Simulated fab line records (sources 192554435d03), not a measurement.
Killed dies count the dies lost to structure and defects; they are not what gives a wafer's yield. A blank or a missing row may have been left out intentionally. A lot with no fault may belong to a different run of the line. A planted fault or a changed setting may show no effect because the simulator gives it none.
Chamber matching    flow n5_finfet    pecvd-04 running N5_BEOL_M8_DEP_56: 3 sister chambers
The step deposits SiCN from 3MS/NH3, target thk 10 nm, time 17.5 s. 16 wafers are shown with their chamber, then 7 later ones without.

## EACH WAFER AND ITS CHAMBER
wafer   chamber  throttle_valve_pct (%)  showerhead_plenum_p_Torr (Torr)
L763.2  0        9.1                     3.652
L763.3  2        8.8                     3.662
L763.5  0        8.8                     3.648
L765.2  1        9.1                     3.662
L765.6  0        9.1                     3.660
L768.2  1        9.3                     3.675
L768.4  0        9.0                     3.661
L768.5  2        8.7                     3.648
L775.2  1        9.2                     3.670
L775.4  2        8.8                     3.646
L775.5  1        9.0                     3.663
L776.2  1        9.3                     3.672
L776.3  2        8.8                     3.670
L776.5  2        9.1                     3.661
L781.1  0        9.0                     3.659
L781.5  2        8.9                     3.655

SIGNATURES, as means of the wafers listed above
reading                   chamber 0  chamber 1  chamber 2  scatter within a chamber
throttle_valve_pct        9.000      9.180      8.850      0.131
showerhead_plenum_p_Torr  3.65600    3.66840    3.65700    0.00721
Rule: distance of a wafer from a chamber = root of the sum over the readings of ((wafer's reading minus chamber's mean) / reading's scatter) squared. The wafer belongs to the nearest chamber; if the next one is less than 2 further off, it can't be placed. The scatter: take each reading less its chamber's mean, square it, sum over the shown wafers, divide by the number of wafers less the number of chambers, and take the root.

## WAFERS WITH NO CHAMBER GIVEN
wafer   throttle_valve_pct (%)  showerhead_plenum_p_Torr (Torr)
L781.6  9.1                     3.654
L784.2  8.9                     3.663
L784.4  9.0                     3.665
L784.5  9.3                     3.657
L783.1  8.9                     3.674
L783.2  8.9                     3.658
L783.4  9.1                     3.658

## WHICH CHAMBER EACH WENT THROUGH
wafer   from the rows above           in truth
L781.6  can't be placed: 0 or 2 or 1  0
L784.2  can't be placed: 2 or 0 or 1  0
L784.4  can't be placed: 0 or 1 or 2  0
L784.5  can't be placed: 1 or 0 or 2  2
L783.1  can't be placed: 1 or 2 or 0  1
L783.2  can't be placed: 2 or 0       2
L783.4  can't be placed: 0 or 1 or 2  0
0 of 7 placed correctly. These rows do not allow placing 7 (true chamber among the candidates in 7). 0 placed wrongly.
